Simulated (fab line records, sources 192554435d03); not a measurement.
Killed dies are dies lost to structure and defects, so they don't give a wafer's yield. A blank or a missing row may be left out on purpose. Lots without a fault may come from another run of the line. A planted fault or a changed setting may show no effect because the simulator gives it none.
Tool commonality check | flow n5_finfet | 9 lots, 27 wafers sampled

WHY IT WAS OPENED
At N5_BEOL_M4_RC_MEAS_101 the reading VT_N_LVT is flagged on 3 of 9 lots. Wafers without a fault read 98.5 mV, standard deviation 2.9.
Rule: a lot is flagged when every wafer of it that has a number lies more than 4 standard deviations from that mean, or none has a number. The other lots count as sound.

lot  | measured     | on        | VT_N_LVT (mV), wafer by wafer | flag
L270 | day 8 12:53  | prober-02 | 99.3 95.6 96.6                |
L271 | day 8 18:44  | prober-01 | 94.4 95.8 95.3                |
L278 | day 10 22:23 | prober-01 | 53.8 52.8 52.7                | FLAGGED
L277 | day 11 00:04 | prober-02 | 58.4 60.0 59.0                | FLAGGED
L279 | day 12 03:04 | prober-02 | 57.4 57.2 54.8                | FLAGGED
L285 | day 12 14:05 | prober-02 | 98.6 96.0 100.8               |
L290 | day 13 17:28 | prober-02 | 97.2 96.7 96.9                |
L291 | day 14 01:35 | prober-02 | 104.2 101.6 101.0             |
L292 | day 14 19:56 | prober-01 | 93.8 98.9 97.9                |
The numbers of the flagged lots are 56.2 mV on average: -42.3 mV against the usual, or -15 standard deviations.

WHICH TOOL RAN EACH LOT
The record holds 4 process steps before the reading, out of a route of 1938 steps. In each cell: the tool, then ch and the chambers that the sampled wafers went through, then the start.
lot  | flag    | N5_HKMG_FIN_HK_ALD_01           | N5_HKMG_FIN_WET_ETCH_82            | N5_HKMG_FIN_ALD_36                 | N5_HKMG_FIN_DESCUM_17
L270 |         | ald_hk-02 ch 0,1,2, day 3 23:44 | wet_bench-05 ch 1,2,5, day 4 02:54 | ald_metal-03 ch 1,2,3, day 4 02:58 | rie_diel-02 ch 0,1,3, day 4 04:14
L271 |         | ald_hk-01 ch 0,1,3, day 4 05:41 | wet_bench-01 ch 4,5,6, day 4 09:17 | ald_metal-02 ch 1,3, day 4 09:21   | rie_diel-02 ch 0,2,3, day 4 10:29
L278 | FLAGGED | ald_hk-02 ch 2,3, day 6 00:52   | wet_bench-01 ch 0,5,7, day 6 04:10 | ald_metal-02 ch 2,3, day 6 04:13   | rie_diel-04 ch 0,1,3, day 6 05:28
L277 | FLAGGED | ald_hk-01 ch 0,3, day 5 21:21   | wet_bench-01 ch 3,4,6, day 6 00:27 | ald_metal-02 ch 0,2, day 6 00:31   | rie_diel-04 ch 2,3, day 6 01:56
L279 | FLAGGED | ald_hk-03 ch 0,1,3, day 6 09:25 | wet_bench-01 ch 0,4,5, day 6 12:26 | ald_metal-02 ch 1,2,3, day 6 12:29 | rie_diel-05 ch 0,3, day 6 13:58
L285 |         | ald_hk-01 ch 1,3, day 7 16:31   | wet_bench-05 ch 1,3,4, day 7 19:40 | ald_metal-02 ch 2,3, day 7 19:44   | rie_diel-02 ch 1,3, day 7 21:12
L290 |         | ald_hk-03 ch 1,2,3, day 8 22:34 | wet_bench-01 ch 3,4,5, day 9 02:01 | ald_metal-01 ch 1,2,3, day 9 02:04 | rie_diel-04 ch 1,2,3, day 9 03:35
L291 |         | ald_hk-02 ch 0,3, day 9 04:02   | wet_bench-01 ch 2,4,5, day 9 07:07 | ald_metal-02 ch 1,2,3, day 9 07:11 | rie_diel-05 ch 1,2, day 9 08:20
L292 |         | ald_hk-02 ch 0,1,3, day 9 08:10 | wet_bench-05 ch 3,6,7, day 9 11:28 | ald_metal-02 ch 0,1,2, day 9 11:31 | rie_diel-04 ch 0,1,2, day 9 12:39
What these steps do:
- N5_HKMG_FIN_HK_ALD_01: deposits HfO2, target thk 1.6 nm, pulse time 3 s, purge time 3 s.
- N5_HKMG_FIN_WET_ETCH_82: etches La2O3 in dHCl, stops on HfO2, target depth 2 nm, rinse time 30 s.
- N5_HKMG_FIN_ALD_36: deposits TiN, target thk 1 nm, pulse time 1 s, purge time 3 s.
- N5_HKMG_FIN_DESCUM_17: chemistry O2, time 7.9 s.
- N5_BEOL_M4_RC_MEAS_101

FLAGGED OVER TOTAL, TOOL BY TOOL (the gauges that took the reading come last)
step                    | tool         | lots run | flagged | share of the flagged lots | sound lots run after its first flagged lot
N5_HKMG_FIN_HK_ALD_01   | ald_hk-01    | 3        | 1       | some                      | 1 (L285)
N5_HKMG_FIN_HK_ALD_01   | ald_hk-02    | 4        | 1       | some                      | 2 (L291,L292)
N5_HKMG_FIN_HK_ALD_01   | ald_hk-03    | 2        | 1       | some                      | 1 (L290)
N5_HKMG_FIN_WET_ETCH_82 | wet_bench-01 | 6        | 3       | all                       | 2 (L290,L291)
N5_HKMG_FIN_WET_ETCH_82 | wet_bench-05 | 3        | 0       | none                      | -
N5_HKMG_FIN_ALD_36      | ald_metal-01 | 1        | 0       | none                      | -
N5_HKMG_FIN_ALD_36      | ald_metal-02 | 7        | 3       | all                       | 3 (L285,L291,L292)
N5_HKMG_FIN_ALD_36      | ald_metal-03 | 1        | 0       | none                      | -
N5_HKMG_FIN_DESCUM_17   | rie_diel-02  | 3        | 0       | none                      | -
N5_HKMG_FIN_DESCUM_17   | rie_diel-04  | 4        | 2       | some                      | 2 (L290,L292)
N5_HKMG_FIN_DESCUM_17   | rie_diel-05  | 2        | 1       | some                      | 1 (L291)
N5_BEOL_M4_RC_MEAS_101  | prober-01    | 3        | 1       | some                      | 1 (L292)
N5_BEOL_M4_RC_MEAS_101  | prober-02    | 6        | 2       | some                      | 3 (L285,L290,L291)

WHAT THE TABLE ALLOWS
2 rows of the table ran every flagged lot: wet_bench-01 at N5_HKMG_FIN_WET_ETCH_82, ald_metal-02 at N5_HKMG_FIN_ALD_36.
- wet_bench-01 at N5_HKMG_FIN_WET_ETCH_82: 3 of its 6 lots flagged. Sound lots ran on it after the first flagged one (L290, L291), which a lasting fault on the whole tool wouldn't allow. On the flagged lots its readings are blank where sound lots have values: bath_heat_duty_pct, rinse_temp_c, temp_c.
- ald_metal-02 at N5_HKMG_FIN_ALD_36: 3 of its 7 lots flagged. Sound lots ran on it after the first flagged one (L285, L291, L292), which a lasting fault on the whole tool wouldn't allow.
No row of the table ran every flagged lot and no sound lot after the first.

WHAT THE SIMULATOR HAD PUT IN
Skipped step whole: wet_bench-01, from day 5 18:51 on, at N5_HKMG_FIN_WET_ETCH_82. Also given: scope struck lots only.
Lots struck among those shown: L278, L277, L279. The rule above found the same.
